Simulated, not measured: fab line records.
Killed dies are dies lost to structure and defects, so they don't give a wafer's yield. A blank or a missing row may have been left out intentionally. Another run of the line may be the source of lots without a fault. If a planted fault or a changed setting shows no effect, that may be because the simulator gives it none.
Chamber matching    flow n5 finfet    rie si-01 running N5_FIN_CUT_CUT_ETCH_15: 4 sister chambers
The step etches Si in HBr/Cl2/O2, target depth 100 nm, bt time 10 s, time 42.4 s. 8 wafers are shown with their chamber, then 10 later ones without.

WAFERS PAIRED WITH THEIR CHAMBERS
wafer   chamber  drypump motor current A (A)  oes product au (a.u.)
L081.2  1        5.2                          0.985
L084.2  1        5.2                          0.987
L084.5  2        5.8                          0.965
L087.1  2        5.7                          0.963
L087.2  3        5.8                          1.000
L087.3  0        5.0                          1.004
L088.1  3        5.7                          0.994
L088.2  0        5.0                          1.004

WAFERS WITH NO CHAMBER GIVEN
wafer   drypump motor current A (A)  oes product au (a.u.)
L088.3  5.8                          0.971
L095.3  5.7                          0.967
L095.5  5.7                          0.974
L095.6  5.2                          0.977
L096.2  5.8                          0.998
L096.3  5.0                          1.000
L096.5  5.7                          0.965
L097.2  5.8                          0.972
L097.4  5.8                          0.991
L097.5  5.2                          0.988

THE CHAMBER EACH PASSED THROUGH
wafer   from the rows above  in truth
L088.3  2                    2
L095.3  2                    2
L095.5  2                    2
L095.6  1                    1
L096.2  3                    3
L096.3  0                    0
L096.5  2                    2
L097.2  2                    2
L097.4  3                    3
L097.5  1                    1
10 of 10 placed correctly. Left unplaced by these rows: 0. Wrongly placed: 0.
How it was worked out, from the rows above alone: a wafer's distance from a chamber is the root of the sum, over the readings, of the square of ((its reading less the chamber's mean) divided by the reading's scatter). The wafer belongs to the nearest chamber; if the next one is less than 2 further off, it can't be placed. A chamber's mean is the mean of its shown wafers. The scatter is the square root of a quotient: the sum, over the shown wafers, of each reading's squared deviation from its chamber's mean, divided by wafers minus chambers.
